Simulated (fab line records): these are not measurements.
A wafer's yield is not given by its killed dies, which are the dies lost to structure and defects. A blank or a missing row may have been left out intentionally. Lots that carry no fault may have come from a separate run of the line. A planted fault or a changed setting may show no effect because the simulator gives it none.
fab line records	flow nand_harc
[record] lots = 12	wafers = 36	last_day = 24
route steps=1159 shown A_STAIRCASE@566
lots that met no fault: from a run of the same line without faults
start_h: hours from the record's opening day to when the first of the lot's shown wafers began	wait_h: hours since the lot's step before	" unchanged from the row above	L1.1+2: several wafers, shown together as one row	- value missing, or start not given	* or withheld: withheld	< > ~ a bound
route shown NAME@n: a module of which the file shows steps, and the number in the route of the first	usual: mean/standard deviation of fault-free wafers	same: alike in all rows	chamber/n: place in a boat	sites: each site's reading	_std_site: the values' standard deviation	_edge_site: inner sites' mean taken away from outer sites' mean	radius_mm: for every site, how far away it sits from the centre of the wafer	mask NAME#n: copy n	behind: the most recent tool/chamber to have shaped the wafer	hold: cause of the lot's hold/its duration in hours/its outcome	device: which transistor (n, p or np) failed to switch	end of line: the route-end tests of the same wafers	a step without rows: its recipe alone	killed: not the wafer's yield, but the dies lost to structure and defects at the first sort	map: the dies of a wafer, with x for killed, . for not killed, _ for no die there
set.NAME: the setting that was run; set.NAME@STEP: the one run at that earlier step	model.NAME: the simulator's own value behind a step, which no gauge read
a sample of lots followed through the steps of the route, with each step as a table and each wafer as a row
services: a tool's chamber out of use, with start hour (start_h, from the record's first day; less than 0 if before it), hours out, and reason
[[steps]]
[step NHARC_A_STAIRCASE_STRIP_175]
[recipe] power_w = 1500	temp_c = 250	chemistry = O2
[usual] drypump_motor_current_A = 5.7/0.57	heater_power_w = 333/24	rf_refl_power_W = 19/4.1
lot.wafer	tool	chamber	start_h	wait_h	drypump_motor_current_A	heater_power_w	rf_hours_counter_h	rf_refl_power_W
L447.1	plasma_asher-02	0	231.08	0.3	5.3	349	11	17
L447.4	"	1	"	"	6.7	321	-	17
L447.3	"	0	"	"	5.3	344	-	18
L450.2	plasma_asher-02	0	254.05	0.1	5.3	353	19	17
L450.1	"	1	"	"	6.7	316	19	17
L450.4	"	1	"	"	6.7	326	-	18
L453.1	plasma_asher-01	1	272.74	0.1	5.3	367	56	25
L453.4	"	0	"	"	5.6	299	-	15
L453.5	"	0	"	"	5.5	299	-	15
L455.1	plasma_asher-02	1	284.66	0.1	6.7	323	31	-
L455.2	"	0	"	"	5.3	348	31	-
L455.4	"	0	"	"	5.4	339	-	-
L456.2	plasma_asher-02	0	284.94	0.3	5.3	342	32	19
L456.1	"	1	"	"	6.7	322	32	18
L456.5	"	0	"	"	5.4	343	-	18
L457.4	plasma_asher-01	0	290.79	0.2	5.5	308	-	-
L457.3	"	1	"	"	5.3	380	-	-
L457.5	"	0	"	"	5.5	300	-	-
L460.2	plasma_asher-02	1	315.34	0.1	6.7	308	39	17
L460.3	"	0	"	"	5.3	344	-	17
L460.5	"	0	"	"	5.3	347	-	17
L459.1	plasma_asher-02	0	316.21	0.1	5.3	337	39	-
L459.3	"	1	"	"	6.7	332	-	-
L459.5	"	0	"	"	5.3	341	-	-
L458.3	plasma_asher-02	0	323.49	0.2	5.3	345	-	-
L458.4	"	1	"	"	6.7	320	-	-
L458.5	"	1	"	"	6.7	318	-	-
L466.1	plasma_asher-01	1	344.97	0.1	5.3	375	16	25
L466.3	"	0	"	"	5.5	308	-	15
L466.5	"	1	"	"	5.3	372	-	26
L470.2	plasma_asher-01	1	361.27	0.1	5.3	371	22	25
L470.1	"	0	"	"	5.5	299	22	15
L470.5	"	1	"	"	5.3	373	-	26
L469.3	plasma_asher-01	0	363.61	1.4	5.5	301	-	-
L469.4	"	1	"	"	5.4	373	-	-
L469.5	"	1	"	"	5.3	370	-	-
[step NHARC_A_STAIRCASE_ETCH_188]
[recipe] target_depth_a = 1000	time_s = 40.5	ion_energy_ev = 400	c4f8_flow_sccm = 20	o2_flow_sccm = 10	ar_flow_sccm = withheld	rf_w = 600	bias_w = 1000	chemistry = C4F8/O2
[usual] oes_product_au = 0.942/0.016	rf_vpp_V = 895/5.4
lot.wafer	tool	chamber	start_h	wait_h	oes_product_au	rf_hours_counter_h	rf_vpp_V
L447.1	rie_diel-13	3	-	-	0.943	52	899
L447.3	"	0	"	"	0.957	51	891
L447.4	"	1	"	"	0.959	47	897
L450.4	rie_diel-02	0	-	-	0.954	34	889
L450.1	"	2	"	"	0.958	30	902
L450.2	"	3	"	"	0.962	37	898
L453.1	rie_diel-13	0	-	-	0.952	65	891
L453.4	"	3	"	"	0.961	64	897
L453.5	"	0	"	"	0.959	-	890
L455.1	rie_diel-06	3	-	-	0.936	12	888
L455.4	"	0	"	"	0.939	13	890
L455.2	"	1	"	"	0.967	11	896
L456.2	rie_diel-06	3	-	-	0.906	12	888
L456.1	"	1	"	"	0.939	11	898
L456.5	"	0	"	"	0.917	-	892
L457.3	rie_diel-06	1	-	-	0.953	15	898
L457.4	"	2	"	"	0.959	15	905
L457.5	"	0	"	"	0.930	-	892
L460.2	rie_diel-06	2	-	-	0.955	21	905
L460.3	"	0	"	"	0.942	24	891
L460.5	"	3	"	"	0.932	-	886
L459.3	rie_diel-06	0	-	-	0.915	25	892
L459.1	"	1	"	"	0.925	23	897
L459.5	"	2	"	"	0.926	-	905
L458.3	rie_diel-13	2	-	-	0.954	14	892
L458.4	"	3	"	"	0.946	13	898
L458.5	"	2	"	"	0.940	-	892
L466.1	rie_diel-06	3	-	-	0.946	34	887
L466.3	"	0	"	"	0.953	37	891
L466.5	"	1	"	"	0.954	-	897
L470.1	rie_diel-02	2	-	-	0.952	10	901
L470.2	"	3	"	"	0.981	11	898
L470.5	"	2	"	"	0.947	-	901
L469.3	rie_diel-13	1	-	-	0.952	32	897
L469.4	"	3	"	"	0.949	28	897
L469.5	"	1	"	"	0.957	-	895
[step NHARC_A_STAIRCASE_TRIM_191]
[recipe] time_s = 211.2	o2_flow_sccm = 500	ar_flow_sccm = 0	bias_w = 0	chemistry = O2
[usual] drypump_motor_current_A = 5.7/0.37	oes_product_au = 1.001/0.0096	rf_vpp_V = 57.7/0.92	run_length_s = 232.4/0.42	showerhead_plenum_p_Torr = 3.50/0.15	throttle_valve_pct = 17.036/0.01
lot.wafer	tool	chamber	start_h	wait_h	drypump_motor_current_A	oes_product_au	rf_hours_counter_h	rf_vpp_V	run_length_s	showerhead_plenum_p_Torr	throttle_valve_pct
L447.3	rie_diel-13	2	-	-	5.6	1.008	53	57.9	232.1	3.41	17.045
L447.4	"	3	"	"	5.7	1.016	52	57.9	232.0	3.59	17.022
L447.1	"	1	"	"	5.6	1.005	47	56.6	231.8	3.55	17.039
L450.2	rie_diel-02	0	-	-	6.4	1.012	35	58.0	232.8	3.32	17.043
L450.4	"	1	"	"	5.9	1.005	40	58.3	232.4	3.53	17.054
L450.1	"	3	"	"	5.9	1.016	38	58.7	233.3	3.61	17.039
L453.1	rie_diel-13	3	-	-	5.8	1.001	65	57.2	231.9	3.58	17.054
L453.4	"	0	"	"	5.1	0.998	65	56.3	232.6	3.38	17.057
L453.5	"	0	"	"	5.1	1.002	-	58.7	232.5	3.38	17.045
L455.4	rie_diel-06	0	-	-	5.1	1.009	13	57.8	232.8	3.41	17.040
L455.1	"	2	"	"	5.5	0.998	11	58.6	232.4	3.80	17.036
L455.2	"	3	"	"	6.0	1.001	12	57.8	232.6	3.30	17.048
L456.1	rie_diel-06	2	-	-	5.5	1.005	11	59.9	232.3	3.80	17.042
L456.2	"	3	"	"	6.0	0.982	13	58.3	232.4	3.30	17.041
L456.5	"	1	"	"	6.0	1.000	-	58.3	231.5	3.56	17.032
L457.3	rie_diel-06	3	-	-	6.0	0.981	15	57.8	232.3	3.30	17.037
L457.4	"	2	"	"	5.5	1.005	15	57.9	232.2	3.80	17.030
L457.5	"	3	"	"	6.0	0.981	-	55.8	232.4	3.30	17.054
L460.3	rie_diel-06	3	-	-	6.0	0.991	22	55.9	232.4	3.29	17.048
L460.2	"	0	"	"	5.1	0.984	24	58.3	232.5	3.41	17.027
L460.5	"	0	"	"	5.1	0.992	-	56.5	232.4	3.41	17.038
L459.1	rie_diel-06	1	-	-	6.0	1.016	24	58.8	231.8	3.55	17.033
L459.3	"	0	"	"	5.1	0.997	25	57.4	232.5	3.41	17.019
L459.5	"	2	"	"	5.5	1.001	-	59.3	232.9	3.80	17.045
L458.3	rie_diel-13	2	-	-	5.7	0.990	14	56.9	232.5	3.39	17.005
L458.4	"	3	"	"	5.7	0.992	13	57.2	232.5	3.57	17.033
L458.5	"	2	"	"	5.7	1.003	-	57.4	232.4	3.39	17.042
L466.1	rie_diel-06	3	-	-	6.0	0.989	34	57.1	232.5	3.29	17.047
L466.3	"	0	"	"	5.1	0.988	37	56.9	232.4	3.40	17.024
L466.5	"	3	"	"	6.0	0.987	-	57.3	232.4	3.29	17.048
L470.1	rie_diel-02	0	-	-	6.4	1.003	12	57.4	233.2	3.30	17.038
L470.2	"	1	"	"	6.0	0.995	11	57.9	232.2	3.51	17.026
L470.5	"	0	"	"	6.4	1.012	-	56.0	233.0	3.30	17.058
L469.4	rie_diel-13	3	-	-	5.7	1.003	28	56.5	232.4	3.56	17.034
L469.3	"	1	"	"	5.6	1.011	32	57.1	231.7	3.53	17.035
L469.5	"	3	"	"	5.7	1.002	-	58.0	232.5	3.56	17.039
[step NHARC_A_STAIRCASE_TRIM_196]
[recipe] time_s = 211.2	o2_flow_sccm = 500	ar_flow_sccm = 0	bias_w = 0	chemistry = O2
[usual] drypump_motor_current_A = 5.7/0.38	oes_product_au = 1.001/0.011	rf_vpp_V = 57.7/0.9	run_length_s = 232.5/0.5	showerhead_plenum_p_Torr = 3.51/0.16	throttle_valve_pct = 17.036/0.0093
lot.wafer	tool	chamber	start_h	wait_h	drypump_motor_current_A	oes_product_au	rf_hours_counter_h	rf_vpp_V	run_length_s	showerhead_plenum_p_Torr	throttle_valve_pct
L447.3	rie_diel-06	0	233.87	0.1	5.1	1.004	52	58.0	232.3	3.42	17.037
L447.4	"	1	"	"	6.0	1.006	55	55.7	231.7	3.57	17.051
L447.1	"	3	"	"	6.0	0.980	54	55.8	232.3	3.31	17.031
L450.4	rie_diel-02	1	256.72	0.1	5.9	1.004	40	56.7	232.0	3.53	17.048
L450.2	"	2	"	"	5.4	1.007	30	58.7	233.0	3.69	17.032
L450.1	"	3	"	"	5.9	1.002	38	57.5	233.7	3.61	17.049
L453.1	rie_diel-06	0	275.47	0.1	5.1	1.002	7	57.1	232.4	3.42	17.035
L453.4	"	1	"	"	6.0	0.994	5	58.1	231.6	3.56	17.029
L453.5	"	3	"	"	6.0	0.985	-	58.3	232.3	3.30	17.041
L455.2	rie_diel-13	3	287.49	0.1	5.7	1.004	2	57.9	232.3	3.58	17.030
L455.4	"	0	"	"	5.1	0.999	1	55.7	232.7	3.37	17.046
L455.1	"	1	"	"	5.6	0.994	1	58.4	232.5	3.55	17.038
L456.2	rie_diel-06	0	287.79	0.1	5.1	0.976	13	57.8	232.4	3.41	17.051
L456.1	"	2	"	"	5.5	1.003	12	58.0	232.1	3.80	17.035
L456.5	"	0	"	"	5.1	0.983	-	57.1	232.3	3.41	17.030
L457.4	rie_diel-06	0	293.32	0.1	5.1	0.995	16	57.0	232.7	3.41	17.028
L457.3	"	2	"	"	5.5	1.005	15	60.2	232.5	3.80	17.040
L457.5	"	1	"	"	6.1	1.005	-	58.4	231.7	3.56	17.047
L460.3	rie_diel-06	2	318.02	0.2	5.5	1.009	22	56.5	232.1	3.80	17.014
L460.2	"	0	"	"	5.1	0.989	24	58.5	292.5	3.41	17.040
L460.5	"	1	"	"	6.0	1.003	-	58.1	231.8	3.55	17.028
L459.3	rie_diel-06	2	319.48	0.1	5.4	0.996	23	58.0	232.2	3.79	17.057
L459.1	"	0	"	"	5.1	0.996	26	56.6	292.2	3.41	17.038
L459.5	"	2	"	"	5.5	1.007	-	57.9	232.3	3.79	17.046
L458.3	rie_diel-06	3	326.01	0.1	6.0	0.995	25	58.3	232.4	3.29	17.033
L458.4	"	2	"	"	5.5	0.999	25	59.3	232.2	3.79	17.037
L458.5	"	0	"	"	5.1	0.999	-	57.0	291.9	3.41	17.041
L466.1	rie_diel-02	1	347.45	0.1	5.9	0.994	4	57.1	232.0	3.52	17.026
L466.3	"	2	"	"	5.4	1.017	3	57.2	232.8	3.67	17.021
L466.5	"	2	"	"	5.4	1.006	-	60.4	232.8	3.67	17.035
L470.2	rie_diel-02	2	363.82	0.1	5.4	1.007	10	58.9	233.1	3.67	17.022
L470.1	"	0	"	"	6.4	0.998	12	57.2	232.8	3.30	17.035
L470.5	"	3	"	"	5.9	1.025	-	57.3	233.2	3.59	17.047
L469.3	rie_diel-13	0	366.18	0.1	5.1	0.996	30	56.2	233.0	3.36	17.057
L469.4	"	3	"	"	5.7	0.995	29	57.2	232.1	3.56	17.036
L469.5	"	0	"	"	5.1	0.991	-	55.8	232.5	3.36	17.029
[[services]]
tool	chamber	start_h	hours	kind
rie_diel-06	0	220.81	-	clean
rie_diel-06	1	220.81	-	clean
rie_diel-06	2	220.81	-	clean
rie_diel-06	3	220.81	-	clean
rie_diel-13	1	221.55	8.9	repair
rie_diel-06	3	225.42	3.6	repair
rie_diel-06	-	241.55	9.0	pm
rie_diel-06	0	241.55	9.0	vent_cycle
rie_diel-06	1	241.55	13.4	vent_cycle
rie_diel-06	2	241.55	9.0	vent_cycle
rie_diel-06	3	241.55	9.0	vent_cycle
rie_diel-06	0	250.55	-	clean
rie_diel-06	2	250.55	-	clean
rie_diel-06	2	250.55	-	consumable_replace:showerhead
rie_diel-06	3	250.55	-	clean
rie_diel-06	0	275.05	-	clean
rie_diel-06	1	275.05	-	clean
rie_diel-06	2	275.05	-	clean
rie_diel-13	-	276.02	9.0	pm
plasma_asher-01	-	276.74	9.0	pm
rie_diel-02	-	327.89	9.0	pm
plasma_asher-02	-	358.23	0.5	repair
plasma_asher-02	-	361.22	9.0	pm
rie_diel-06	2	362.27	12.3	repair
[[key]]
[first_sign] step = NHARC_A_STAIRCASE_TRIM_196	reading = run_length_s	direction = up	sigmas = 99+	usual = *	struck = *
effect none on later readings
met_at NHARC_A_STAIRCASE_TRIM_196
struck_lots L458,L459,L460
struck_wafers L458.5,L459.1,L460.2
tester_left_out L458,L459,L460
not_acting_at NHARC_A_STAIRCASE_STRIP_175,NHARC_A_STAIRCASE_ETCH_188,NHARC_A_STAIRCASE_TRIM_191
onset_between 293.32 318.02
[fault] kind = process_parameter_drift	tool = rie_diel-06	chamber = 0	onset_h = 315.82	steps = NHARC_A_STAIRCASE_TRIM_196	channel = time_s	offset = *	shape = step	end_h = 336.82	acts_in = *	stated = *
// tester_left_out: of these lots the tester's yield and bins aren't shown, on N5 and GAA mostly nor the transistor test; their killed dies are dies lost to structure and defects alone, not to doping, threshold or leakage, so they don't give the yield
